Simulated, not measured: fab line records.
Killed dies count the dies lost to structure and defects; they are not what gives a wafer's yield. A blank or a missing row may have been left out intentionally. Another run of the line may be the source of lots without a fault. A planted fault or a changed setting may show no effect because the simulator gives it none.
Matching of chambers	flow nandHarc	NHARC_P_BONDPAD_CMP_19 on cmp-03 has 4 sister chambers
The step polishes, t overpolish 30 s, cu recess touch 16 s, target thk 160.81 nm. 18 wafers are shown with their chamber, then 9 later ones without.

== WAFERS, EACH WITH ITS CHAMBER ==
wafer	chamber	motorCurrentA (A)	slurryFlowMlMin	slurryFilterDpKPa (kPa)
L074.4	3	9.6	149.8	13.65
L074.5	0	12.4	150.1	13.44
L074.6	3	10.0	149.6	13.51
L075.1	1	15.6	150.4	13.40
L075.5	2	13.2	149.3	13.51
L075.6	3	9.6	149.9	13.37
L077.1	3	9.9	148.9	13.55
L077.2	2	13.6	149.5	13.51
L077.4	1	14.4	149.2	13.48
L081.1	2	13.7	150.1	13.44
L081.2	3	10.0	149.9	13.21
L081.4	0	12.1	149.6	13.45
L084.1	3	9.8	150.1	13.65
L084.2	1	15.4	150.8	13.54
L084.4	2	13.8	150.6	13.54
L087.1	1	15.3	150.3	13.48
L087.5	2	13.5	150.2	13.54
L087.6	1	14.6	150.1	13.76

SIGNATURES, as means of the wafers listed above
reading	chamber 0	chamber 1	chamber 2	chamber 3	scatter within a chamber
motorCurrentA	12.250	15.060	13.560	9.817	0.331
slurryFlowMlMin	149.850	150.160	149.940	149.700	0.505
slurryFilterDpKPa	13.4450	13.5320	13.5080	13.4900	0.128
Rule: for a wafer and a chamber, the distance is found by dividing, reading by reading, the gap between the wafer's reading and the chamber's mean by the reading's scatter, squaring, summing and taking the root. If the next closest chamber is less than 2 further off than the closest, the wafer can't be placed; otherwise it belongs to the closest. The scatter is the square root of a quotient: the sum, over the shown wafers, of each reading's squared deviation from its chamber's mean, divided by wafers minus chambers.

== WAFERS MISSING THEIR CHAMBER ==
wafer	motorCurrentA (A)	slurryFlowMlMin	slurryFilterDpKPa (kPa)
L086.1	8.8	149.3	13.55
L086.3	13.9	149.6	13.42
L086.6	11.6	151.0	13.52
L092.1	13.6	150.2	13.46
L092.2	10.3	150.4	13.64
L092.5	9.2	149.9	13.62
L095.3	9.6	149.4	13.21
L095.4	12.7	149.2	13.45
L095.6	14.4	150.0	13.32

== WHICH CHAMBER EACH WENT THROUGH ==
wafer	from the rows above	in truth
L086.1	3	3
L086.3	2	2
L086.6	0	0
L092.1	2	2
L092.2	3	3
L092.5	3	3
L095.3	3	3
L095.4	can't be placed: 0 or 2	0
L095.6	can't be placed: 1 or 2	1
Placed correctly: 7 of 9. Can't be placed from these rows: 2 (the true chamber is among the candidates in 2). Wrongly placed: 0.
